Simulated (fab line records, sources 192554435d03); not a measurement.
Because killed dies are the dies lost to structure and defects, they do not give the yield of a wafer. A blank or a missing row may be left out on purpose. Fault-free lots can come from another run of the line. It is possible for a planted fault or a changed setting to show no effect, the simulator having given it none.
Matching of chambers | flow n5 finfet | 3 sister chambers for N5_BEOL_M9_ILD_DEP_00 on pecvd-04
The step deposits SiCOH lowk from DEMS/porogen, target thk 308.51 nm, time 58 s. 6 wafers are shown with their chamber, then 10 later ones without.

== WAFERS, EACH WITH ITS CHAMBER ==
wafer  | chamber | throttle valve pct (%) | heater power w (W)
L085.3 | 2       | 12.8                   | 316
L086.1 | 2       | 13.0                   | 346
L086.2 | 0       | 13.9                   | 250
L086.4 | 1       | 16.0                   | 366
L087.2 | 0       | 13.9                   | 274
L087.3 | 1       | 16.2                   | 371

== WAFERS WHOSE CHAMBER IS MISSING ==
wafer  | throttle valve pct (%) | heater power w (W)
L087.6 | 12.6                   | 354
L090.1 | 13.9                   | 301
L090.4 | 12.8                   | 305
L090.6 | 15.9                   | 313
L096.2 | 15.9                   | 368
L096.3 | 12.9                   | 336
L096.4 | 13.8                   | 235
L097.2 | 13.2                   | 301
L097.3 | 16.0                   | 342
L097.6 | 14.1                   | 288

== WHICH CHAMBER EACH ONE RAN IN ==
wafer  | from the rows above | in truth
L087.6 | 2                   | 2
L090.1 | 0                   | 0
L090.4 | 2                   | 2
L090.6 | 1                   | 1
L096.2 | 1                   | 1
L096.3 | 2                   | 2
L096.4 | 0                   | 0
L097.2 | 2                   | 2
L097.3 | 1                   | 1
L097.6 | 0                   | 0
Correctly placed: 10 of 10. Number that these rows cannot place: 0. Placed wrongly: 0.
How it was worked out, from the rows above alone: a wafer's distance from a chamber is the root of the sum, over the readings, of the square of ((its reading less the chamber's mean) divided by the reading's scatter). If the next closest chamber is less than 2 further off than the closest, the wafer can't be placed; otherwise it belongs to the closest. The mean given for a chamber averages the wafers shown for that chamber. The scatter: the root of (the sum of the squares of (reading less its chamber's mean) over the shown wafers, divided by (wafers less chambers)).
